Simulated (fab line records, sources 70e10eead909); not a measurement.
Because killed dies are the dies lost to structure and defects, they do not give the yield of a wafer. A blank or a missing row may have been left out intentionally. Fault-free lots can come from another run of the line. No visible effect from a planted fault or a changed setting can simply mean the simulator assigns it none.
Chamber matching -- flow nand_harc -- rie_diel-03 running NHARC_A_CONTACT_ETCH_110: 4 sister chambers
The step etches the open film in CF4/O2, target depth 50 nm, overetch 5 nm, time 27.5 s. 14 wafers are shown with their chamber, then 7 later ones without.

WAFERS, EACH WITH ITS CHAMBER
wafer,chamber,drypump_motor_current_A (A),rf_vpp_V (V),oes_product_au (a.u.)
L714.1,0,5.1,196.6,1.002
L714.2,3,5.7,196.7,0.980
L714.3,1,5.4,198.0,0.982
L718.2,2,6.2,195.6,1.017
L718.3,0,5.1,196.5,0.993
L718.6,1,5.4,198.7,0.988
L721.1,2,6.2,195.0,1.018
L721.3,0,5.1,196.4,1.002
L721.6,2,6.2,195.8,1.007
L722.3,3,5.8,196.3,0.962
L722.5,3,5.7,197.1,0.959
L722.6,0,5.1,196.5,0.989
L724.1,3,5.8,196.8,0.965
L724.4,2,6.2,195.6,1.013

SIGNATURES (means of the wafers above)
reading,chamber 0,chamber 1,chamber 2,chamber 3,scatter within a chamber
drypump_motor_current_A,5.100,5.400,6.200,5.750,0.0316
rf_vpp_V,196.500,198.350,195.500,196.725,0.309
oes_product_au,0.99650,0.98500,1.01375,0.96650,0.00695
Rule: distance of a wafer from a chamber = root of the sum over the readings of ((wafer's reading minus chamber's mean) / reading's scatter) squared. The wafer belongs to the nearest chamber; if the next one is less than 2 further off, it can't be placed. The scatter is the square root of a quotient: the sum, over the shown wafers, of each reading's squared deviation from its chamber's mean, divided by wafers minus chambers.

WAFERS MISSING THEIR CHAMBER
wafer,drypump_motor_current_A (A),rf_vpp_V (V),oes_product_au (a.u.)
L724.5,5.1,197.9,0.984
L728.1,5.8,196.3,0.976
L728.2,6.2,196.7,1.020
L728.6,5.4,198.8,0.992
L732.3,6.2,196.3,1.012
L732.4,5.4,198.9,0.995
L732.5,5.4,199.0,0.994

EACH ONE'S CHAMBER
wafer,from the rows above,in truth
L724.5,0,0
L728.1,3,3
L728.2,2,2
L728.6,1,1
L732.3,2,2
L732.4,1,1
L732.5,1,1
Correctly placed: 7 of 7. Left unplaced by these rows: 0. 0 placed wrongly.
